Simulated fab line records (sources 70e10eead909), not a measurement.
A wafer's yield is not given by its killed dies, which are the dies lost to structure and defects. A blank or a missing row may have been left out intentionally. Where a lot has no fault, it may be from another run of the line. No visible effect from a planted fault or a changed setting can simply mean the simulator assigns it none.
fab line records | flow nand_harc
[record] lots = 5 | wafers = 15 | last_day = 33
route steps=1302 shown A_ZERO_WELL@405 A_SOURCE_PLATE@413 A_ONON_D1@424 END@1302
lots with no fault: from the same line, run without faults
start_h: hours from the record's first day to the start of the lot's first wafer shown | wait_h: how many hours have passed since the lot's step before this one | " same as the row above | L1.1+2: one row covering several wafers at once | - no value, or no start was given | * or withheld: withheld | < > ~ a bound
route shown NAME@n: a module of which the file shows steps, and the number in the route of the first | usual: mean/standard deviation taken from wafers without a fault | same: alike in all rows | chamber/n: place in a boat | sites: readings site by site | _std_site: the standard deviation of these | _edge_site: mean of outer sites minus mean of inner sites | radius_mm: how far each site lies from the wafer's centre | mask NAME#n: copy n | behind: the tool/chamber that last shaped the wafer | hold: reason for holding the lot/hours on hold/outcome of the hold | device: names the non-switching transistor (n, p or np) | end of line: the tests these same wafers got at the end of their route | step lacking rows: just its recipe | killed: the dies lost at the first sort to structure and to defects; this is not the yield of the wafer | map: a wafer's dies, marking killed ones x, the rest . and places with no die _
set.NAME: the setting that was run; set.NAME@STEP: the one run at that earlier step | model.NAME: the simulator's own value behind a step, which no gauge read
lots at some steps of the route; a table a step, a row a wafer
services: when a tool's chamber went out of use (start_h, in hours from the record's first day, below 0 if earlier), for how many hours, and the reason
[[steps]]
[step NHARC_A_ZERO_WELL_ETCH_13]
[recipe] target_depth_a = 1200 | time_s = 40.1 | hbr_flow_sccm = 150 | cl2_flow_sccm = 50 | rf_w = 400 | icp_w = 400 | bias_w = 100 | chemistry = HBr/Cl2
[step NHARC_A_ZERO_WELL_STRIP_14]
[recipe] time_s = 900 | temp_c = 130 | chemistry = SPM
[step NHARC_A_ZERO_WELL_IMPLANT_15]
[recipe] energy_kev = 150 | dose_cm2 = 1e+13 | tilt_deg = 7
[step NHARC_A_ZERO_WELL_PRECLEAN_22]
[recipe] time_s = 60 | temp_c = 50 | bath_age_min = 0 | chemistry = SC1
[step NHARC_A_ZERO_WELL_SRD_23]
[step NHARC_A_ZERO_WELL_RTA_16]
[recipe] temp_c = 1000 | time_s = 10
[step NHARC_A_SOURCE_PLATE_PRECLEAN_00]
[recipe] time_s = 60 | chemistry = HF-LAST
[step NHARC_A_SOURCE_PLATE_SRD_01]
[step NHARC_A_SOURCE_PLATE_OXIDE_02]
[recipe] target_thk_a = 100 | temp_c = 900 | ox_time_s = 1362 | material = SiO2
[step NHARC_A_SOURCE_PLATE_PVD_04]
[recipe] target_thk_a = 500 | material = WSi2
lot.wafer  | tool           | chamber | start_h | wait_h
L577.1+2+6 | pvd_sputter-02 | -       | 162.66  | 0.1
L587.2+1+5 | pvd_sputter-02 | -       | 266.51  | 0.1
L588.1+3+4 | pvd_sputter-02 | -       | 276.42  | 0.1
L589.3+2+6 | pvd_sputter-02 | -       | 295.88  | 0.1
L597.1+4+2 | pvd_sputter-02 | -       | 384.22  | 0.1
[step NHARC_A_SOURCE_PLATE_CVD_03]
[recipe] target_thk_a = 2000 | temp_c = 620 | pressure_mtorr = 200 | time_s = 4000 | material = poly-Si
[step NHARC_A_SOURCE_PLATE_ANNEAL_05]
[recipe] temp_c = 850 | time_s = 1800
[step NHARC_A_ONON_D1_DEP_00]
[recipe] target_thk_a = 10000 | n2_flow_sccm = 2750 | n2o_flow_sccm = 2000 | nh3_flow_sccm = 500 | sih4_flow_sccm = 210 | temp_c = 400
[step NHARC_A_ONON_D1_DEP_03]
[recipe] target_thk_a = 10000 | n2_flow_sccm = 2750 | n2o_flow_sccm = 2000 | nh3_flow_sccm = 500 | sih4_flow_sccm = 210 | temp_c = 400
[step NHARC_A_ONON_D1_DEP_06]
[recipe] target_thk_a = 10000 | n2_flow_sccm = 2750 | n2o_flow_sccm = 2000 | nh3_flow_sccm = 500 | sih4_flow_sccm = 210 | temp_c = 400
[step NHARC_A_ONON_D1_DEP_09]
[recipe] target_thk_a = 10000 | n2_flow_sccm = 2750 | n2o_flow_sccm = 2000 | nh3_flow_sccm = 500 | sih4_flow_sccm = 210 | temp_c = 400
[step NHARC_A_ONON_D1_DEP_12]
[recipe] target_thk_a = 10000 | n2_flow_sccm = 2750 | n2o_flow_sccm = 2000 | nh3_flow_sccm = 500 | sih4_flow_sccm = 210 | temp_c = 400
[step NHARC_A_ONON_D1_ANNEAL_15]
[recipe] temp_c = 750 | time_s = 3600
[step NHARC_A_ONON_D1_DEP_16]
[recipe] target_thk_a = 10000 | n2_flow_sccm = 2750 | n2o_flow_sccm = 2000 | nh3_flow_sccm = 500 | sih4_flow_sccm = 210 | temp_c = 400
[step NHARC_A_ONON_D1_DEP_19]
[recipe] target_thk_a = 10000 | n2_flow_sccm = 2750 | n2o_flow_sccm = 2000 | nh3_flow_sccm = 500 | sih4_flow_sccm = 210 | temp_c = 400
[step NHARC_A_ONON_D1_DEP_22]
[recipe] target_thk_a = 10000 | n2_flow_sccm = 2750 | n2o_flow_sccm = 2000 | nh3_flow_sccm = 500 | sih4_flow_sccm = 210 | temp_c = 400
[step NHARC_A_ONON_D1_DEP_25]
[recipe] target_thk_a = 10000 | n2_flow_sccm = 2750 | n2o_flow_sccm = 2000 | nh3_flow_sccm = 500 | sih4_flow_sccm = 210 | temp_c = 400
[step NHARC_A_ONON_D1_DEP_28]
[recipe] target_thk_a = 10000 | n2_flow_sccm = 2750 | n2o_flow_sccm = 2000 | nh3_flow_sccm = 500 | sih4_flow_sccm = 210 | temp_c = 400
[step NHARC_A_ONON_D1_DEP_33]
[recipe] target_thk_a = 2000 | temp_c = 400 | pressure_torr = 6.5 | rf_w = 900 | teos_flow_sccm = 161.4 | flow_sccm = 2650 | target_thk_nm = 200 | gas = O2 | material = SiO2
[step NHARC_END_SORT_01]
[recipe] temp_c = 25
[usual] killed_at_array = 57/19 | killed_at_other = 0.9/1.1 | killed_at_periphery = 4.0/2.6 | killed_dies = 62/19 | killed_open = 3.3/1.8 | killed_short = 2.4/1.7
[same] gross_dies = 677
lot.wafer | tool      | chamber | start_h | wait_h | killed_at_array | killed_at_other | killed_at_periphery | killed_dies | killed_open | killed_short
L577.1    | prober-01 | 0       | 587.86  | 2.5    | 64              | 1               | 2                   | 67          | 3           | 1
L577.2    | prober-01 | 0       | 588.65  | 2.8    | 68              | 0               | 2                   | 70          | 2           | 3
L577.6    | prober-01 | 0       | 591.85  | 4.0    | 66              | 0               | 3                   | 69          | 2           | 5
L587.1    | prober-02 | 0       | 686.84  | 2.4    | 206             | 0               | 5                   | 211         | 1           | 0
L587.2    | prober-02 | 0       | 687.63  | 2.8    | 175             | 0               | 7                   | 182         | 4           | 0
L587.5    | prober-02 | 0       | 690.02  | 3.7    | 232             | 1               | 5                   | 238         | 2           | 3
L588.1    | prober-01 | 0       | 686.90  | 2.5    | 216             | 0               | 1                   | 217         | 3           | 3
L588.3    | prober-01 | 0       | 688.49  | 3.1    | 200             | 1               | 3                   | 204         | 1           | 1
L588.4    | prober-01 | 0       | 689.28  | 3.4    | 230             | 0               | 4                   | 234         | 2           | 2
L589.2    | prober-01 | 0       | 715.26  | 2.8    | 192             | 4               | 0                   | 196         | 2           | 5
L589.3    | prober-01 | 0       | 716.06  | 3.1    | 181             | 3               | 2                   | 186         | 5           | 1
L589.6    | prober-01 | 0       | 718.46  | 4.0    | 193             | 1               | 2                   | 196         | 6           | 0
// killed by level:class
L577.1 A_SLIT:chamber_film_flake=29 A_CHANNEL_HOLE_D2:chamber_film_flake=28 A_ZERO_WELL:chamber_film_flake=2 P_GATE:geometric_particle:open=1 P_CONTACT:geometric_particle:open=1 A_CHANNEL_HOLE_D1:geometric_particle:open=1 A_CHANNEL_HOLE_D2:geometric_particle:short=1 A_CHANNEL_HOLE_D1:chamber_film_flake=1
L577.2 A_CHANNEL_HOLE_D2:chamber_film_flake=36 A_SLIT:chamber_film_flake=17 A_STAIRCASE:chamber_film_flake=4 A_CONTACT:chamber_film_flake=4 A_WL_FILL:chamber_film_flake=2 P_M0:geometric_particle:short=1 A_ONON_D1:geometric_particle:short=1 A_CHANNEL_FILL_D1:geometric_particle:short=1
L577.6 A_CHANNEL_HOLE_D2:chamber_film_flake=35 A_SLIT:chamber_film_flake=18 A_CHANNEL_FILL_D1:chamber_film_flake=3 A_CONTACT:chamber_film_flake=2 P_STI:chamber_film_flake=2 P_M0:geometric_particle:short=1 A_DECK1_JOINT:geometric_particle:short=1 A_DECK1_JOINT:geometric_particle:open=1
L587.1 A_SOURCE_PLATE:area_pvd=159 A_CHANNEL_HOLE_D1:chamber_film_flake=33 A_SLIT:chamber_film_flake=4 P_GATE:chamber_film_flake=3 A_WL_FILL:chamber_film_flake=3 P_CONTACT:chamber_film_flake=2 A_DECK1_JOINT:chamber_film_flake=2 A_CONTACT:chamber_film_flake=2
L588.1 A_SOURCE_PLATE:area_pvd=154 A_CHANNEL_HOLE_D1:chamber_film_flake=26 A_SLIT:chamber_film_flake=25 A_STAIRCASE:chamber_film_flake=3 A_WL_FILL:chamber_film_flake=2 P_GATE:geometric_particle:open=1 A_CHANNEL_FILL_D1:geometric_particle:short=1 A_DECK1_JOINT:geometric_particle:open=1
L587.2 A_SOURCE_PLATE:area_pvd=137 A_CHANNEL_HOLE_D1:chamber_film_flake=30 P_GATE:chamber_film_flake=4 A_CONTACT:chamber_film_flake=3 P_CONTACT:geometric_particle:open=2 P_M0:geometric_particle:open=1 A_ONON_D2:geometric_particle:open=1 A_CHANNEL_HOLE_D2:chamber_film_flake=1
L588.3 A_SOURCE_PLATE:area_pvd=153 A_CHANNEL_HOLE_D1:chamber_film_flake=25 A_SLIT:chamber_film_flake=16 P_GATE:chamber_film_flake=2 A_STAIRCASE:chamber_film_flake=2 A_ONON_D1:geometric_particle:open=1 A_CHANNEL_HOLE_D2:geometric_particle:short=1 P_M1:chamber_film_flake=1
L588.4 A_SOURCE_PLATE:area_pvd=168 A_CHANNEL_HOLE_D1:chamber_film_flake=26 A_SLIT:chamber_film_flake=25 A_BLC:geometric_particle:short=2 A_ZERO_WELL:chamber_film_flake=2 A_STAIRCASE:chamber_film_flake=2 A_WL_FILL:chamber_film_flake=2 A_CONTACT:chamber_film_flake=2
L587.5 A_SOURCE_PLATE:area_pvd=173 A_CHANNEL_HOLE_D1:chamber_film_flake=46 A_SLIT:chamber_film_flake=5 P_GATE:chamber_film_flake=3 A_DECK1_JOINT:geometric_particle:short=2 A_BLC:geometric_particle:open=2 A_CHANNEL_HOLE_D2:chamber_film_flake=2 P_CONTACT:geometric_particle:short=1
L589.2 A_SOURCE_PLATE:area_pvd=159 A_CHANNEL_HOLE_D1:chamber_film_flake=13 A_CONTACT:chamber_film_flake=7 THIN_TSV:chamber_film_flake=4 A_SLIT:chamber_film_flake=3 A_WL_FILL:geometric_particle:short=2 A_CHANNEL_HOLE_D1:geometric_particle:open=1 A_DECK1_JOINT:geometric_particle:open=1
L589.3 A_SOURCE_PLATE:area_pvd=151 A_CHANNEL_HOLE_D1:chamber_film_flake=8 A_CONTACT:chamber_film_flake=8 A_SLIT:chamber_film_flake=4 THIN_TSV:chamber_film_flake=3 P_M1:chamber_film_flake=2 A_WL_FILL:chamber_film_flake=2 A_SOURCE_PLATE:geometric_particle:open=1
L589.6 A_SOURCE_PLATE:area_pvd=165 A_CHANNEL_HOLE_D1:chamber_film_flake=10 A_CONTACT:chamber_film_flake=5 A_STAIRCASE:chamber_film_flake=3 A_WL_FILL:chamber_film_flake=2 P_STI:geometric_particle:open=1 A_CHANNEL_HOLE_D1:geometric_particle:open=1 A_DECK1_JOINT:geometric_particle:open=1
// map L587.5 (x killed, . not)
____________x____________
_________x..xx.._________
_______....x.x.x.x_______
______....x.....xx.______
_____..........xx.xx_____
____.......x...x.xxxx____
____......x...x..xxxx____
___............xxx.xxx___
___...............xxxx___
__..............x.xxx.x__
__........x.......xxxxx__
_................xxxx.xx_
_...x..x..........x..xxx_
_...x..x..........xxxxxx_
_...x.xxx.x......xxxx.x._
_...xx.xxxx....x..xxx.xx_
.x.x.xxxxxx..x......x.xxx
...xxxxxxx...x.x...x..xxx
....xxxx.xx.....xxxx..xx.
.x...x.xxxx.x.......xx..x
....x.xxx.......x.xxxx.xx
_.....x.......xx..x.x.xx_
_x....x....x.....xxxxx.x_
_.....x..x...xx..x..xxxx_
_..xx...........xxxxxxxx_
_..............xx..xx.xx_
__...............xxxxxx__
__...........xx.x..xxx.__
___.x............x..x.___
___...x.........xxxxxx___
____............xx.x.____
____..x....x.....xxxx____
_____.....x......xxx_____
______.x.x...x.xx.x______
_______........xx._______
_________.xxx..x_________
____________x____________
// map L588.4 (x killed, . not)
____________.____________
_________....x.x_________
_______.x...x..xx._______
______......x..xx.x______
_____........x....xx_____
____...........x.xxxx____
____.....x..xx.x.x..x____
___x.............xxxxx___
___.x..........x....xx___
__.............x...xxxx__
__.x..........x.xxx...x__
_.....x..xx........x.x.x_
_.xxxxx.......x.xxx.xxxx_
_...xxxx......xx...x..xx_
_...xxxx..x......x..xxx._
_.xxxxxx.x..x..x...x.xxx_
..xxxxx.xx..........xx.xx
...xxxxxx.x..x.x...xx.xxx
....xxxxx....xx....x.x.xx
..x..xxxx..x...x.xx..xxxx
....xx..x..........xx.xxx
_....x.x..........x.xxxx_
_..x..............x.x.xx_
_.....x..............xxx_
_................x.xxxxx_
_...........xx....xxxxxx_
__.x...........x..xxxxx__
__.....x.........x...xx__
___..x........x....xxx___
___.....x......x...xxx___
____..x...........x.x____
____.....xx.x.x..xxxx____
_____x.......xx.xxxx_____
______..x......x..x______
_______x...xx..x.x_______
_________xxx..xx_________
____________.____________
[[services]]
tool           | chamber | start_h | hours | kind
pvd_sputter-02 | -       | 282.00  | 10.0  | pm
[[key]]
[first_sign] step = NHARC_END_SORT_01 | reading = killed_dies | direction = up | sigmas = 7.8 | usual = 62 | struck = 207
[effect] step = NHARC_END_SORT_01 | reading = killed_at_array | direction = up | sigmas = 7.8 | usual = 57 | struck = 203
[more_kills_born_at] NHARC_A_SOURCE_PLATE_PVD_04@pvd_sputter-02 = 1419
met_at NHARC_A_SOURCE_PLATE_PVD_04
struck_wafers L587.1,L587.2,L587.5,L588.1,L588.3,L588.4,L589.2,L589.3,L589.6
tester_left_out L587,L588,L589
onset_between 162.66 266.51
[fault] kind = skipped_step_whole | tool = pvd_sputter-02 | chamber = - | onset_h = 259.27 | steps = NHARC_A_SOURCE_PLATE_PVD_04 | scope = struck_lots_only
// tester_left_out: of these lots the tester's yield and bins aren't shown, on N5 and GAA mostly nor the transistor test; their killed dies are dies lost to structure and defects alone, not to doping, threshold or leakage, so they don't give the yield
